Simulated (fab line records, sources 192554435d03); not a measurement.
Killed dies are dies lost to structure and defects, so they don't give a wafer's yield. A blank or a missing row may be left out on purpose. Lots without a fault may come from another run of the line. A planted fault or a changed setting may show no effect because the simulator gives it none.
Split-lot experiment | flow n5_finfet | 7 lots, 39 wafers read, on a route of 1938 steps

THE SPLIT
At N5_DUMMY_GATE_ETCH_37 (etches SOC in N2/H2, target depth 60 nm, overetch 30 nm), the setting source_w was moved away from the recipe's 840 W on 9 of the 39 wafers read, by -13.6% to +17.8%. The other wafers ran this setting at the recipe's value.

The reading is taken at the split's own step.

THE READING
rf_vpp_V, in V, at N5_DUMMY_GATE_ETCH_37 (etches SOC in N2/H2, target depth 60 nm, overetch 30 nm). Fault-free wafers of this fab line usually give 524.7 V, standard deviation 2.8 V.

wafer  | tool, chamber at the split | source_w as run, W | against the recipe | rf_vpp_V, V | against lot-mates on the recipe
L076.1 | rie_diel-05, 0             | 726                | -13.6%             | 555.6       | +28.6
L076.2 | rie_diel-05, 3             | 840                | recipe             | 527.1       | -
L076.3 | rie_diel-05, 2             | 840                | recipe             | 526.3       | -
L076.4 | rie_diel-05, 1             | 726                | -13.6%             | 547.1       | +20.1
L076.5 | rie_diel-05, 2             | 726                | -13.6%             | 552.0       | +25.0
L076.6 | rie_diel-05, 3             | 840                | recipe             | 527.5       | -
L080.1 | rie_diel-02, 3             | 840                | recipe             | 520.6       | -
L080.2 | rie_diel-02, 2             | 840                | recipe             | 523.5       | -
L080.3 | rie_diel-02, 1             | 840                | recipe             | 525.3       | -
L080.4 | rie_diel-02, 0             | 840                | recipe             | 524.2       | -
L080.5 | rie_diel-02, 1             | 840                | recipe             | 527.1       | -
L080.6 | rie_diel-02, 0             | 840                | recipe             | 524.1       | -
L084.1 | rie_diel-05, 2             | 840                | recipe             | 526.6       | -
L084.2 | rie_diel-05, 3             | 840                | recipe             | 524.6       | -
L084.6 | rie_diel-05, 1             | 840                | recipe             | 520.8       | -
L087.1 | rie_diel-05, 1             | 840                | recipe             | 521.1       | -
L087.2 | rie_diel-05, 2             | 840                | recipe             | 526.3       | -
L087.3 | rie_diel-05, 3             | 840                | recipe             | 527.6       | -
L087.4 | rie_diel-05, 0             | 840                | recipe             | 527.3       | -
L087.5 | rie_diel-05, 1             | 840                | recipe             | 520.5       | -
L087.6 | rie_diel-05, 0             | 840                | recipe             | 528.1       | -
L094.1 | rie_diel-05, 2             | 989.1              | +17.8%             | 497.9       | -25.3
L094.2 | rie_diel-05, 3             | 840                | recipe             | 526.3       | -
L094.3 | rie_diel-05, 1             | 840                | recipe             | 521.8       | -
L094.4 | rie_diel-05, 0             | 989.1              | +17.8%             | 500.1       | -23.1
L094.5 | rie_diel-05, 2             | 989.1              | +17.8%             | 497.7       | -25.5
L094.6 | rie_diel-05, 1             | 840                | recipe             | 521.6       | -
L095.1 | rie_diel-01, 2             | 934                | +11.2%             | 508.1       | -18.1
L095.2 | rie_diel-01, 0             | 934                | +11.2%             | 503.2       | -23.0
L095.3 | rie_diel-01, 3             | 934                | +11.2%             | 502.5       | -23.7
L095.4 | rie_diel-01, 1             | 840                | recipe             | 526.7       | -
L095.5 | rie_diel-01, 1             | 840                | recipe             | 526.0       | -
L095.6 | rie_diel-01, 2             | 840                | recipe             | 525.9       | -
L096.1 | rie_diel-01, 1             | 840                | recipe             | 525.1       | -
L096.2 | rie_diel-01, 2             | 840                | recipe             | 527.1       | -
L096.3 | rie_diel-01, 3             | 840                | recipe             | 520.3       | -
L096.4 | rie_diel-01, 0             | 840                | recipe             | 520.8       | -
L096.5 | rie_diel-01, 2             | 840                | recipe             | 525.5       | -
L096.6 | rie_diel-01, 1             | 840                | recipe             | 524.1       | -

THE FIT
A straight line over all 39 wafers: rf_vpp_V changes by -1.7 V for each +1% of source_w; r = -0.97; the points scatter about the line by 3 V.
The same after taking each lot's own level away (the mean of its wafers on the recipe; 39 wafers): -1.63 V for each +1%; r = -0.97; scatter 2.9 V.
On that fit, the largest move of source_w shifts the reading by 29 V.
The lots' own levels span 523.23 to 526.97 V, that is 1.3 times the standard deviation above.
So the lot-to-lot level changes the slope little: the two slopes agree.
Check: with one of the wafers moved furthest among these (+17.8%) left out of the fit, the line predicts -29.4 V for it against its lot-mates. It came out at -25.3 V against them.
Tool readings at the split's step, against how far the setting was moved: rf_vpp_V r = -0.97.

OTHER SPLITS ON THESE WAFERS
These wafers also went through other splits before the reading. Each is held against what the fit with the lots' levels taken away leaves over:
other split on the same wafers  | wafers away from the commonest value | r with rf_vpp_V (lot level and that fit taken away)
N5_FIN_SAQP_ALD_61 temp_c       | 18                                   | -0.29
N5_DUMMY_GATE_EXPOSE_12 dose_mj | 15                                   | +0.12

THE FILE'S OWN FIT
rf_vpp_V changes by -1.62 V for each +1% of source_w, r = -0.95.
